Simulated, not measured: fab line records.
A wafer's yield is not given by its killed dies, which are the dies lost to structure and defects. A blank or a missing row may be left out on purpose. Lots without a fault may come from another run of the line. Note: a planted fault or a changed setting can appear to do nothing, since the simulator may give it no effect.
A lot that was struck, set against a sound lot :: flow n5 finfet :: 14 out of 1938 route steps
Sound: wafers L359.2, L359.4, L359.5. Struck: wafers L368.1, L368.4. (L368.3 of the same lot was not struck and is left out.) The cause comes at the end.
At each step with rows: each side's tool, then ch and its chambers, then its first start. Under that, the readings that differ: sound wafers :: struck wafers :: difference of the means :: sigmas: that difference in standard deviations of wafers without a fault.
alike: a reading whose means differ by less than 2 such deviations, as well as words and numbers matching on both sides. not compared: withheld readings; readings where some wafer has no value; bounds like >300 that might hide an equal value; numbers whose values overlap and for which the record gives no deviation.
The two part at a step that has a row with sigmas, a row that says differs or no value, or rows on one side only. Non-overlapping numbers with no deviation appear without sigmas and do not part them. Lack of a reading on every wafer of one side parts them only where that side has two or more wafers.

first, 8 steps without rows for these wafers: N5_PASSIVATION_HMDS_37 (time 60 s); N5_PASSIVATION_COAT_38; N5_PASSIVATION_EBR_40; N5_PASSIVATION_SOFTBAKE_39 (time 120 s); N5_PASSIVATION_EXPOSE_41 (exposes mask PASS OPEN, defocus 0 nm, target cd 40000 nm); N5_PASSIVATION_PEB_42; N5_PASSIVATION_DEVELOP_43 (develop time 60 s); N5_PASSIVATION_HARDBAKE_45 (time 120 s).
N5_PASSIVATION_CD_MEAS_44 targets a cd of 40000 nm.
  sound on cd sem-02 ch 0, day 13 07:22; struck on cd sem-03 ch 0, day 15 06:31
  alike: cd nm
N5_PASSIVATION_OVL_MEAS_66:
  sound on overlay-01 ch 0, day 13 07:23; struck on overlay-01 ch 0, day 15 06:32
  alike: PASS_OPEN_OVL
N5_PASSIVATION_INSPECT_67: inspects for defects (macro).
  sound on defect inspect-02 at day 13 07:25; struck on defect inspect-02 at day 15 06:34
  alike: raw defect count
N5_PASSIVATION_DESCUM_46: chemistry O2, time 7.9 s.
  sound on rie diel-04 ch 0,2, day 13 07:26; struck on rie diel-02 ch 1,3, day 15 06:35
  alike: chamber pressure mTorr, drypump motor current A, oes product au, rf vpp V, showerhead plenum p Torr, throttle valve pct
  not compared: rf hours counter h
N5_PASSIVATION_PASS_ETCH_47: etches SiNx in CF4/O2, target depth 770 nm, time 385 s.
  sound on rie diel-04 ch 0,2, day 13 07:29; struck on rie diel-02 ch 1,3, day 15 06:38
reading: oes product au (a.u.)
sound: 0.78 0.88 0.78
struck: 1.00 1.05
difference: +0.21
sigmas: +3

reading: model.etch.depth nm (nm)
sound: 772.2 789.9 766.9
struck: 1238 1250
difference: +468
sigmas: 
  alike: chamber pressure mTorr, drypump motor current A, mfc ar sccm, oes_f_703_au, oes_o_777_au, rf vpp V, showerhead plenum p Torr, throttle valve pct
  not compared: rf hours counter h
N5_PASSIVATION_ETCH_54: etches SiO2 in CHF3/O2, target depth 880 nm, time 440 s.
  sound on rie diel-04 ch 0,2, day 13 07:43; struck on rie diel-02 ch 1,3, day 15 06:52
  alike: chamber pressure mTorr, drypump motor current A, mfc ar sccm, oes_f_703_au, oes_o_777_au, oes product au, rf vpp V, showerhead plenum p Torr, throttle valve pct
  not compared: rf hours counter h

## WHERE THEY PART
Only at N5_PASSIVATION_PASS_ETCH_47, within this record. Later steps at which nothing parts them and some readings are alike: N5_PASSIVATION_ETCH_54.

WHY: whatever the simulator had introduced
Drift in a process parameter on rie diel-02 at N5_PASSIVATION_PASS_ETCH_47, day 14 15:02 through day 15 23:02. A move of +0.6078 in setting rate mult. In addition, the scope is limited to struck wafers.
